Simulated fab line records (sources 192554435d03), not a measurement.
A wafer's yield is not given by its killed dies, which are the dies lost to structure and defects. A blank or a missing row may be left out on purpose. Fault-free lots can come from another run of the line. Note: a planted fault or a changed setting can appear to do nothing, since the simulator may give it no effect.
Split-lot study	flow n5-finfet	route with 1938 steps; 7 lots, 21 wafers read

## ABOUT THE SPLIT
At N5_SD_EPI_N_PEB_07 (peb time 60 s), the setting peb-temp-c was moved away from the recipe's 110 C on 4 of the 21 wafers read, by -3.1% to +2.8%. The other wafers ran this setting at the recipe's value.

## FROM SPLIT TO READING: 1 step shown by the file between the two
- N5_SD_EPI_N_DEVELOP_08: develop time 30 s

## THE READING
cd-nm (nm) at N5_SD_EPI_N_CD_MEAS_09, where the cd target is 120 nm. Typical for fault-free wafers on this fab line: 119.9 nm, with standard deviation 0.57 nm.

wafer	tool, chamber at the split	peb-temp-c as run, C	against the recipe	cd-nm, nm	against lot-mates on the recipe
L076.1	litho-track-05, 0	110	recipe	120.4	-
L076.2	litho-track-05, 0	110	recipe	119.8	-
L076.4	litho-track-05, 0	111.4	+1.3%	124.5	+4.4
L083.1	litho-track-03, 0	110	recipe	120.0	-
L083.3	litho-track-03, 0	113.1	+2.8%	127.2	+7.7
L083.4	litho-track-03, 0	110	recipe	119.0	-
L088.3	litho-track-02, 0	110	recipe	119.3	-
L088.5	litho-track-02, 0	110	recipe	119.7	-
L088.6	litho-track-02, 0	110	recipe	120.3	-
L089.1	litho-track-03, 0	110	recipe	120.6	-
L089.2	litho-track-03, 0	110	recipe	120.5	-
L089.5	litho-track-03, 0	110	recipe	119.8	-
L090.1	litho-track-03, 0	106.6	-3.1%	109.7	-9.7
L090.3	litho-track-03, 0	110	recipe	119.4	-
L090.4	litho-track-03, 0	106.6	-3.1%	110.0	-9.4
L093.1	litho-track-05, 0	110	recipe	119.8	-
L093.3	litho-track-05, 0	110	recipe	119.8	-
L093.5	litho-track-05, 0	110	recipe	119.9	-
L096.1	litho-track-03, 0	110	recipe	119.8	-
L096.2	litho-track-03, 0	110	recipe	120.4	-
L096.3	litho-track-03, 0	110	recipe	119.9	-

FIT RESULTS
A straight line over all 21 wafers: cd-nm changes by +3.08 nm for each +1% of peb-temp-c; r = +0.99; the points scatter about the line by 0.56 nm.
The same after taking each lot's own level away (the mean of its wafers on the recipe; 21 wafers): +3.01 nm for each +1%; r = +0.99; scatter 0.39 nm.
That fit puts the effect of the largest move of peb-temp-c on the reading at 9.3 nm.
Across the lots, their own levels run from 119.40 to 120.30 nm, a range of 1.6 times the standard deviation given above.
The two slopes are in agreement: the lot-to-lot level therefore moves the slope only a little.
Check: with one of the wafers moved furthest among these (-3.1%) left out of the fit, the line predicts -9.13 nm for it against its lot-mates. Against them it came out at -9.7 nm.

## OTHER SPLITS ON THESE WAFERS
Other splits were also applied to these wafers ahead of the reading. Each is held against what the fit with the lots' levels taken away leaves over:
other split on the same wafers	wafers away from the commonest value	r with cd-nm (lot level and that fit taken away)
N5_WELL_APT_EXPOSE_05 dose-mj	8	-0.01
N5_WELL_APT_DEVELOP_07 develop-time-s	4	-0.34
N5_WELL_APT_PEB_23 peb-temp-c	9	+0.32
N5_WELL_APT_DEVELOP_24 develop-time-s	9	+0.07
N5_FIN_SAQP_FIN_ETCH_36 bias-w	5	+0.20
N5_SD_EPI_N_COAT_32 spin-rpm	2	+0.33

## THE WHOLE CHAIN: every reading that the file lists as answering this split, in the file's order
step	what it does	reading	change (the file's fit)	r (the file's)
N5_SD_EPI_N_CD_MEAS_09	target cd 120 nm	cd-nm	+2.98 nm for each +1% of the setting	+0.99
N5_SD_EPI_N_DESCUM_14	chemistry O2, time 7.9 s	SD_EPI_N.cd-nm (the simulator's own value, which no gauge read)	+2.92 nm for each +1% of the setting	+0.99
N5_SD_EPI_N_ETCH_35	etches SOC in N2/H2, overetch 108 nm, time 486 s	SD_EPI_N.cd-nm (the simulator's own value, which no gauge read)	+2.95 nm for each +1% of the setting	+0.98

## FILE'S OWN FIT
cd-nm changes by +2.98 nm for each +1% of peb-temp-c, r = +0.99.
